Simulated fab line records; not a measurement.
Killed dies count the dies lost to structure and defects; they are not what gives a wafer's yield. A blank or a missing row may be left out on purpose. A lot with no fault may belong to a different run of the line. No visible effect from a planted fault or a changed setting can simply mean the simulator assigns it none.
A struck lot beside a sound one	flow n5 finfet	37 steps out of a route of 1938
Sound: wafers L295.2, L295.3, L295.4. Wafers struck: L305.1, L305.2, L305.4. The cause comes at the end.
Per side, at each step with rows, come the tool, then ch with its chambers, and then its first start. Under that, the readings that differ: sound wafers	struck wafers	difference of the means	sigmas: that difference in standard deviations of wafers without a fault.
alike: a reading whose means differ by less than 2 such deviations, as well as words and numbers matching on both sides. not compared: withheld readings; readings where some wafer has no value; bounds like >300 that might hide an equal value; numbers whose values overlap and for which the record gives no deviation.
The two part at a step that has a row with sigmas, a row that says differs or no value, or rows on one side only. Numbers that have no deviation but don't overlap get no sigmas and don't part them. A reading that every wafer of one side lacks parts them only if that side has two wafers or more.

first, 9 steps without rows for these wafers: N5_BEOL_M14_PRE_CLEAN_42 (time 30 s); N5_BEOL_M14_SPUTTER_43 (material TaN, target thk 15 nm, time 24.19 s); N5_BEOL_M14_SPUTTER_44 (material Ta, target thk 15 nm, time 24.19 s); N5_BEOL_M14_SPUTTER_45 (material Cu, target thk 100 nm, time 16.67 s); N5_BEOL_M14_ECD_47 (material Cu, target thk 1248 nm); N5_BEOL_M14_ANNEAL_48 (time 90 s); N5_BEOL_M14_CMP_49 (polishes, stops on SiO2, t overpolish 5.2 s, target thk 560 nm); N5_BEOL_M14_PRE_CLEAN_52 (time 15 s); N5_BEOL_M14_DEP_53 (deposits SiCN from 3MS/NH3, target thk 50 nm, time 17.8 s).
N5_BEOL_M15_ILD_DEP_00: deposits SiO2 from TEOS/O2, target thk 1629.3 nm, time 346.1 s.
  sound on pecvd-01 ch 0,2, day 11 22:31; struck on pecvd-01 ch 0,1, day 14 11:41
reading	sound	struck	difference	sigmas
susceptor temp C (C)	399.77 400.02 399.86	391.90 391.98 392.31	-7.82	-36
model.SiO2_of_BEOL_M15_ILD_DEP_00.thk nm (nm)	1611 1604 1635	1710 1724 1736	+107	
  alike: chamber pressure Torr, heater power w, showerhead plenum p Torr, throttle valve pct
N5_BEOL_M15_THK_MEAS_01:
  sound: film metro-02 at day 11 22:47; struck: film metro-01 at day 14 11:56
reading	sound	struck	difference	sigmas
M15_ILD_THK (nm)	1610 1605 1636	1710 1725 1737	+107	+5
then, 10 steps without rows for these wafers: N5_BEOL_M15_COAT_58 (time 60 s, resist thk 89 nm); N5_BEOL_M15_COAT_04 (resist thk 800 nm); N5_BEOL_M15_EBR_06; N5_BEOL_M15_SOFTBAKE_05 (time 60 s); N5_BEOL_M15_EXPOSE_07 (exposes mask V14); N5_BEOL_M15_PEB_08 (peb time 90 s); N5_BEOL_M15_DEVELOP_09 (develop time 45 s); N5_BEOL_M15_HARDBAKE_14 (time 120 s); N5_BEOL_M15_DESCUM_15 (chemistry O2, time 7.9 s); N5_BEOL_M15_ETCH_59 (etches BARC in N2/H2, target depth 89 nm, overetch 26.7 nm, time 67.9 s).
N5_BEOL_M15_VIA_ETCH_16: etches SiO2 in C4F8/O2/Ar, target depth 1792.2 nm.
  sound on rie diel-05 ch 0,1,3, day 11 23:45; struck on rie diel-05 ch 2,3, day 14 12:32
reading	sound	struck	difference	sigmas
model.etch.depth nm (nm)	1611 1604 1635	1710 1724 1736	+107	
model.coat_of_BEOL_M15_COAT_04.thk nm (nm)	330 328.8 325	317.2 311 308	-15.9	
  alike: drypump motor current A, oes product au, rf vpp V, showerhead plenum p Torr, throttle valve pct
then, 13 steps without rows for these wafers: N5_BEOL_M15_STRIP_63 (strips in O2); N5_BEOL_M15_STRIP_64 (strips in O2); N5_BEOL_M15_STRIP_65 (strips in post etch residue remover, time 60 s); N5_BEOL_M15_SRD_66 (time 30 s, dry time 30 s); N5_BEOL_M15_COAT_56 (time 60 s, resist thk 550 nm); N5_BEOL_M15_ETCH_57 (etches SOC in N2/H2, time 750 s); N5_BEOL_M15_COAT_60 (time 60 s, resist thk 89 nm); N5_BEOL_M15_COAT_22 (resist thk 800 nm); N5_BEOL_M15_EBR_24; N5_BEOL_M15_SOFTBAKE_23 (time 60 s); N5_BEOL_M15_EXPOSE_25 (exposes mask M15, target cd 400 nm); N5_BEOL_M15_PEB_26 (peb time 90 s); N5_BEOL_M15_DEVELOP_27 (develop time 45 s).
N5_BEOL_M15_CMP_49: polishes, stops on SiO2, t overpolish 4.9 s, target thk 850 nm.
  sound on cmp-01 ch 0,2,3, day 12 05:22; struck on cmp-01 ch 0,2,3, day 14 16:28
reading	sound	struck	difference	sigmas
model.SiO2_of_BEOL_M15_ILD_DEP_00.thk nm (nm)	1531 1524 1554	1628 1643 1656	+106	
  alike: clearing platen rpm, motor current A
following that, these wafers have no rows for 1 step: N5_PASSIVATION_PROBE_49.

WHERE THEY PART
First at N5_BEOL_M15_ILD_DEP_00; last, within this record, at N5_BEOL_M15_THK_MEAS_01. Later steps at which nothing parts them and some readings are alike: N5_BEOL_M15_VIA_ETCH_16, N5_BEOL_M15_CMP_49.

WHY: what the simulator had put in
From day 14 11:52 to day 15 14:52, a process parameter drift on pecvd-01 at N5_BEOL_M15_ILD_DEP_00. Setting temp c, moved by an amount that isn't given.
